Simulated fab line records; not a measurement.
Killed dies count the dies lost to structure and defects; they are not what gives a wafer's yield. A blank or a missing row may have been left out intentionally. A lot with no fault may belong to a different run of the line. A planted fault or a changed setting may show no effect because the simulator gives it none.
What tool caused it? ; flow n5_finfet ; Sampling: 12 lots, 35 wafers, 2 of 1938 route steps

WHAT EACH GAUGE READ, for each wafer
N5_BEOL_M11_CD_MEAS_28: the cd target is 70 nm. Usual: cd_nm 69.7 nm, standard deviation 1.3.
lot;measured;on;cd_nm (nm);flag
L472;day 10 18:29;cd_sem-03;72.1 70.6 71.4;
L473;day 11 05:26;cd_sem-01;68.3 69.5;
L474;day 11 05:36;cd_sem-03;69.5 67.9 68.2;
L475;day 11 05:46;cd_sem-01;67.4 68.9 67.5;
L480;day 12 18:41;cd_sem-01;69.4 70.9 68.9;
L479;day 13 14:09;cd_sem-02;71.1 71.1 71.2;
L486;day 14 11:22;cd_sem-02;67.5 69.8 68.6;
L490;day 15 20:10;cd_sem-03;69.8 70.6 70.5;
L491;day 16 13:45;cd_sem-02;72.2 68.1 68.6;
L492;day 16 14:02;cd_sem-01;70.1 70.3 70.0;
L494;day 16 22:09;cd_sem-03;67.8 68.8 68.3;
L493;day 16 22:19;cd_sem-01;68.3 68.6 69.9;

N5_BEOL_M11_OVL_MEAS_29. Usual: V10_OVL typically reads 0.6 nm, with standard deviation 0.65.
lot;measured;on;V10_OVL (nm);flag
L472;day 10 18:31;overlay-02;0.9 1.3 -0.7;
L473;day 11 05:28;overlay-01;1.3 0.2;
L474;day 11 05:38;overlay-01;-0.5 0.8 -0.1;
L475;day 11 05:48;overlay-02;0.4 0.2 -0.5;
L480;day 12 18:43;overlay-02;0.9 1.5 1.9;
L479;day 13 14:11;overlay-01;-0.4 -0.2 -0.9;
L486;day 14 11:23;overlay-01;0.1 1.5 0.4;
L490;day 15 20:12;overlay-01;0.9 0.6 0.4;
L491;day 16 13:47;overlay-02;1.3 0.2 1.8;
L492;day 16 14:04;overlay-02;0.8 0.6 0.2;
L494;day 16 22:11;overlay-02;0.6 -0.5 1.1;
L493;day 16 22:21;overlay-02;0.7 1.1 -0.3;

TOOL THAT RAN EACH LOT (tool first, then ch and the chambers of the sampled wafers, then the start)
There is no process step in the record ahead of these readings.

WHAT THE TOOLS THEMSELVES READ (means of the sampled wafers that have a number; where no wafer has one, the mark that the record gives instead)
The record holds no such reading with a usual standard deviation.

THE ANSWER, worked out from the rows above alone
Rule: take the mean of a lot's wafers that have a number; if it is more than 3 standard deviations from the usual mean, the lot is off. A lot without any number at a reading at which 4 lots or more have one is off too. Any other lot the step has rows for is counted as sound. The gauges are gone through in route order, then the tools' own readings, and for those a lot's mean is taken as printed above. At the first step where some lot is off, the reading lying furthest off is the one used; lots without a number count as furthest.
Nothing can be told from this: no lot is off at any reading shown.

WHAT THE SIMULATOR HAD INSERTED
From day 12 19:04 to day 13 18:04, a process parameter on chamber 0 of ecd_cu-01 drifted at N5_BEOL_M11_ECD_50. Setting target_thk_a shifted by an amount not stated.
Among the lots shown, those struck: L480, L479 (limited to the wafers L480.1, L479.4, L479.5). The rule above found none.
